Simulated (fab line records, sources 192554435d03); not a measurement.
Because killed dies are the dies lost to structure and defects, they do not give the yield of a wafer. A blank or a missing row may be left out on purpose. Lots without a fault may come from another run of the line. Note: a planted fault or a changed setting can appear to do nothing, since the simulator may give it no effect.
Which tool was responsible? ; flow n5 finfet ; 24 wafers from 8 lots sampled at 6 of the route's 1938 steps

== WHAT THE GAUGES READ, wafer by wafer ==
N5_SD_EPI_P_OVL_MEAS_10. Usual: SD_P_BLK_OVL typically reads -0.3 nm, with standard deviation 0.84.
lot;measured;on;SD_P_BLK_OVL (nm);flag
L972;day 3 06:26;overlay-01;-1.2 -0.1 -0.8;
L974;day 3 18:13;overlay-01;0.7 -0.2 1.8;
L983;day 6 01:18;overlay-02;-0.5 0.0 0.0;
L990;day 8 00:13;overlay-01;53.0 54.5 53.5;OFF
L991;day 8 04:19;overlay-02;52.4 52.8 50.7;OFF
L993;day 8 14:29;overlay-02;-0.3 -0.4 -1.3;
L994;day 8 19:43;overlay-02;-1.1 -0.6 -0.1;
L995;day 9 01:53;overlay-02;0.5 0.6 -0.7;

N5_BEOL_M4_RC_MEAS_101. Usual: DIBL_N 36.2 mV/V, standard deviation 1.6; DIBL_P 36.1 mV/V, standard deviation 2; IOFF_N 0.16 nA/um, standard deviation 0.032; IOFF_P 0.22 nA/um, standard deviation 0.036; ION_N 672 uA/um, standard deviation 11; ION_P 463 uA/um, standard deviation 7.5; SS_N 71.4 mV/dec, standard deviation 0.58; SS_P 73.2 mV/dec, standard deviation 0.67; VT_N 250 mV, standard deviation 3.3; VT_P -250 mV, standard deviation 3.3.
lot;measured;on;DIBL_N (mV/V);DIBL_P (mV/V);IOFF_N (nA/um);IOFF_P (nA/um);ION_N (uA/um);ION_P (uA/um);SS_N (mV/dec);SS_P (mV/dec);VT_N (mV);VT_P (mV);flag
L972;day 8 04:59;prober-02;36.6 37.2 34.5;37.3 38.7 35.6;0.13 0.17 0.12;0.17 0.19 0.15;652 679 660;446 456 444;71.1 72.3 70.7;72.5 74.0 72.3;254 247 255;-257 -251 -256;
L974;day 8 11:39;prober-02;35.8 35.9 38.0;36.9 35.7 39.7;0.15 0.15 0.19;0.22 0.19 0.27;678 664 675;470 457 469;71.6 71.4 72.2;73.6 72.8 74.3;248 249 249;-250 -252 -249;
L983;day 10 22:03;prober-01;35.3 36.7 36.0;35.8 37.5 36.4;0.15 0.18 0.15;0.24 0.27 0.24;675 681 677;474 474 471;71.6 72.1 71.7;72.6 73.8 73.5;250 247 250;-246 -243 -247;
L990;day 12 22:08;prober-02;34.9 32.7 37.0;35.6 32.1 37.2;0.14 0.12 0.19;0.23 0.18 0.27;668 677 681;463 467 472;71.3 70.6 71.7;73.1 72.5 73.3;253 251 245;-246 -248 -244;
L991;day 14 05:20;prober-02;35.7 35.1 36.1;34.4 34.1 35.5;0.15 0.15 0.16;0.18 0.17 0.19;675 665 679;458 449 455;71.3 71.9 71.9;73.4 73.3 73.0;250 252 249;-255 -251 -251;
L993;day 13 06:59;prober-02;33.0 38.4 35.4;30.8 38.8 34.2;0.11 0.20 0.13;0.15 0.27 0.19;649 676 670;449 463 463;71.1 71.9 71.2;72.6 74.0 72.6;257 248 251;-254 -244 -249;
L994;day 14 11:01;prober-02;33.9 35.4 34.7;34.4 37.0 36.1;0.12 0.14 0.13;0.17 0.20 0.19;661 679 669;464 466 466;70.6 70.3 70.5;71.7 72.9 72.2;254 253 254;-253 -249 -252;
L995;day 15 03:51;prober-02;38.7 36.5 34.7;39.5 37.2 35.7;0.20 0.16 0.13;0.25 0.22 0.20;694 679 661;469 470 465;72.4 72.2 71.4;73.6 73.4 72.2;244 250 252;-246 -247 -252;

== WHICH TOOL RAN EACH LOT (tool, then ch and the chambers of the sampled wafers, then the start) ==
lot;N5_SD_EPI_N_ETCHBACK_44;N5_SD_EPI_N_SD_RECESS_17;N5_SD_EPI_P_EXPOSE_06;N5_SD_EPI_P_SD_RECESS_17
L972;rie diel-06 ch 0,2,3, day 3 02:28;rie si-06 ch 0,1, day 3 02:44;arfi scanner-02 ch 0, day 3 06:18;rie si-05 ch 0,1,2, day 3 07:11
L974;rie diel-01 ch 0,1,2, day 3 14:09;rie si-03 ch 0,1,2, day 3 14:25;arfi scanner-02 ch 0, day 3 18:03;rie si-04 ch 0,3, day 3 19:07
L983;rie diel-01 ch 0,3, day 5 21:17;rie si-03 ch 0,3, day 5 21:34;arfi scanner-03 ch 0, day 6 01:09;rie si-01 ch 1,2, day 6 03:13
L990;rie diel-01 ch 0,1,3, day 7 19:25;rie si-03 ch 0,1,2, day 7 19:41;arfi scanner-02 ch 0, day 8 00:04;rie si-05 ch 0,2,3, day 8 00:58
L991;rie diel-06 ch 0,1, day 7 23:08;rie si-06 ch 0,1, day 7 23:25;arfi scanner-02 ch 0, day 8 04:10;rie si-05 ch 0,2,3, day 8 05:06
L993;rie diel-01 ch 0,1,3, day 8 10:31;rie si-02 ch 1,2,3, day 8 10:47;arfi scanner-01 ch 0, day 8 14:19;rie si-05 ch 1,2, day 8 15:13
L994;rie diel-02 ch 0,1,3, day 8 15:38;rie si-06 ch 0,3, day 8 15:54;arfi scanner-01 ch 0, day 8 19:34;rie si-05 ch 1,2, day 8 20:28
L995;rie diel-02 ch 0,2,3, day 8 21:19;rie si-06 ch 0,2,3, day 8 21:35;arfi scanner-01 ch 0, day 9 01:44;rie si-04 ch 0,1, day 9 02:38
- N5_SD_EPI_N_ETCHBACK_44: etches SiNx in CH3F/O2, stops on SiO2, target depth 14.5 nm.
- N5_SD_EPI_N_SD_RECESS_17: chemistry HBr/Cl2/O2, target depth 41 nm, time 23.7 s, bt time 3 s.
- N5_SD_EPI_P_EXPOSE_06: exposes mask SD P BLK, target cd 240 nm.
- N5_SD_EPI_P_SD_RECESS_17: chemistry HBr/Cl2/O2, target depth 39.1 nm, bt time 3 s.

== AS READ BY THE TOOLS THEMSELVES (means over the sampled wafers that have a number; for cases with no such wafer, the mark the record gives instead) ==
N5_SD_EPI_N_ETCHBACK_44. Usual: chamber pressure mTorr 30.001 mTorr, standard deviation 0.027; drypump motor current A 5.7 A, standard deviation 0.54; oes product au 0.67 a.u., standard deviation 0.084; rf vpp V 295 V, standard deviation 5.3; showerhead plenum p Torr 1.98 Torr, standard deviation 0.055; throttle valve pct 16.37 %, standard deviation 0.21.
lot;tool;chamber pressure mTorr (mTorr);drypump motor current A (A);oes product au (a.u.);rf vpp V (V);showerhead plenum p Torr (Torr);throttle valve pct (%);flag
L972;rie diel-06;30.003;5.4;0.67;291;1.97;16.41;
L974;rie diel-01;30.003;5.9;0.65;295;2.00;16.43;
L983;rie diel-01;30.010;6.0;0.66;292;2.01;16.48;
L990;rie diel-01;30.005;6.3;0.77;291;1.99;16.33;
L991;rie diel-06;30.014;5.1;0.74;299;2.06;16.13;
L993;rie diel-01;30.006;6.3;0.75;292;1.98;16.34;
L994;rie diel-02;30.009;5.8;0.60;293;1.89;16.35;
L995;rie diel-02;29.975;5.9;0.67;293;1.97;16.25;

N5_SD_EPI_N_SD_RECESS_17. Usual: chamber pressure mTorr 10.000 mTorr, standard deviation 0.0094; drypump motor current A 5.6 A, standard deviation 0.45; oes product au 0.994 a.u., standard deviation 0.018; throttle valve pct 37.1 %, standard deviation 0.33.
lot;tool;chamber pressure mTorr (mTorr);drypump motor current A (A);oes product au (a.u.);throttle valve pct (%);flag
L972;rie si-06;10.002;5.2;0.986;37.2;
L974;rie si-03;10.012;5.9;0.990;37.5;
L983;rie si-03;10.001;5.3;0.986;37.4;
L990;rie si-03;10.000;6.0;0.994;37.5;
L991;rie si-06;10.000;5.3;0.986;37.2;
L993;rie si-02;10.005;5.6;1.001;36.9;
L994;rie si-06;9.997;6.0;0.987;37.1;
L995;rie si-06;10.001;5.7;0.994;37.1;

N5_SD_EPI_P_EXPOSE_06. Usual: focus offset nm -0.1 nm, standard deviation 0.53; reticle temp C 22.98 C, standard deviation 0.12.
lot;tool;focus offset nm (nm);reticle temp C (C);flag
L972;arfi scanner-02;-0.1;22.94;
L974;arfi scanner-02;0.4;22.82;
L983;arfi scanner-03;0.3;23.11;
L990;arfi scanner-02;-0.2;22.85;
L991;arfi scanner-02;-0.5;23.12;
L993;arfi scanner-01;-0.2;22.96;
L994;arfi scanner-01;-0.9;23.00;
L995;arfi scanner-01;0.5;23.09;

N5_SD_EPI_P_SD_RECESS_17. Usual: chamber pressure mTorr 10.000 mTorr, standard deviation 0.0099; drypump motor current A 5.7 A, standard deviation 0.44; oes product au 1.005 a.u., standard deviation 0.016; throttle valve pct 37.17 %, standard deviation 0.24.
lot;tool;chamber pressure mTorr (mTorr);drypump motor current A (A);oes product au (a.u.);throttle valve pct (%);flag
L972;rie si-05;9.999;5.9;1.013;37.01;
L974;rie si-04;9.996;5.5;1.015;37.19;
L983;rie si-01;10.012;6.1;1.008;37.04;
L990;rie si-05;10.003;5.7;0.991;37.11;
L991;rie si-05;9.999;5.7;0.992;37.13;
L993;rie si-05;9.993;6.2;1.021;37.01;
L994;rie si-05;10.004;6.0;1.014;37.03;
L995;rie si-04;9.995;5.7;1.011;37.29;

== THE ANSWER, worked out from the rows above alone ==
Rule: take the mean of a lot's wafers that have a number; if it is more than 3 standard deviations from the usual mean, the lot is off. Also off: a lot with no number at a reading for which 4 or more lots have one. All remaining lots with rows at the step are treated as sound. First the gauges in route order, then the tools' own readings, where a lot's mean is used as printed above. At the first step where some lot is off, the reading lying furthest off is the one used; lots without a number count as furthest.
Off: L990, L991, seen at N5_SD_EPI_P_OVL_MEAS_10 (SD_P_BLK_OVL).
If a tool, at a process step before that reading, ran all the lots that are off and no sound lot after the first of them, it fits. Gauges at N5_SD_EPI_P_OVL_MEAS_10: tried the same way as those tools. One fits: N5_SD_EPI_P_EXPOSE_06 on arfi scanner-02. Its last sound lot is L974 (day 3 18:03), its first lot that is off L990 (day 8 00:04): a fault that began between those two fits.

== WHAT THE SIMULATOR PUT IN ==
Scanner matching overlay: arfi scanner-02, from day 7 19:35 on, at N5_SD_EPI_P_EXPOSE_06. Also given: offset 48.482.
Lots struck among those shown: L990, L991. Same finding as the rule above.
